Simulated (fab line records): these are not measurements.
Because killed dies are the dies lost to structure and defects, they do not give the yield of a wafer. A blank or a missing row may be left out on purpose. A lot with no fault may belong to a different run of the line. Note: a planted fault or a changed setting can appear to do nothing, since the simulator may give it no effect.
Matching of chambers    flow n5 finfet    N5_BEOL_M5_DEP_56 on pecvd-01 has 3 sister chambers
The step deposits SiCN from 3MS/NH3, target thk 8 nm, time 14 s. 3 wafers are shown with their chamber, then 12 later ones without.

## WAFERS PAIRED WITH THEIR CHAMBERS
wafer   chamber  throttle valve pct (%)
L086.4  1        9.1
L085.5  2        8.8
L085.6  0        9.0

## WAFERS WITHOUT THEIR CHAMBER
wafer   throttle valve pct (%)
L092.2  8.9
L092.3  8.7
L092.4  9.0
L089.1  9.0
L089.2  9.0
L089.4  8.7
L091.1  8.8
L091.2  9.0
L091.3  9.0
L091.4  9.0
L091.5  9.3
L091.6  8.9

## WHICH CHAMBER EACH WENT THROUGH
wafer   from the rows above           in truth
L092.2  can't be placed: 0 or 2 or 1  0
L092.3  2                             2
L092.4  can't be placed: 0 or 1       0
L089.1  can't be placed: 0 or 1       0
L089.2  can't be placed: 0 or 1       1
L089.4  2                             2
L091.1  2                             2
L091.2  can't be placed: 0 or 1       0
L091.3  can't be placed: 0 or 1       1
L091.4  can't be placed: 0 or 1       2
L091.5  can't be placed: 1 or 0       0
L091.6  can't be placed: 0 or 2 or 1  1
Placed correctly: 3 of 12. Unplaceable from these rows: 9, with the true chamber sitting among the candidates in 8. Placed wrongly: 0.
How it was worked out, from the rows above alone: a wafer's distance from a chamber is the root of the sum, over the readings, of the square of ((its reading less the chamber's mean) divided by the reading's scatter). The wafer belongs to the nearest chamber; if the next one is less than 2 further off, it can't be placed. For every chamber, the mean is computed from those of its wafers that are shown. The scatter: with one shown wafer a chamber, the root of the mean of the squares of how far each hidden wafer lies from its nearest shown one.
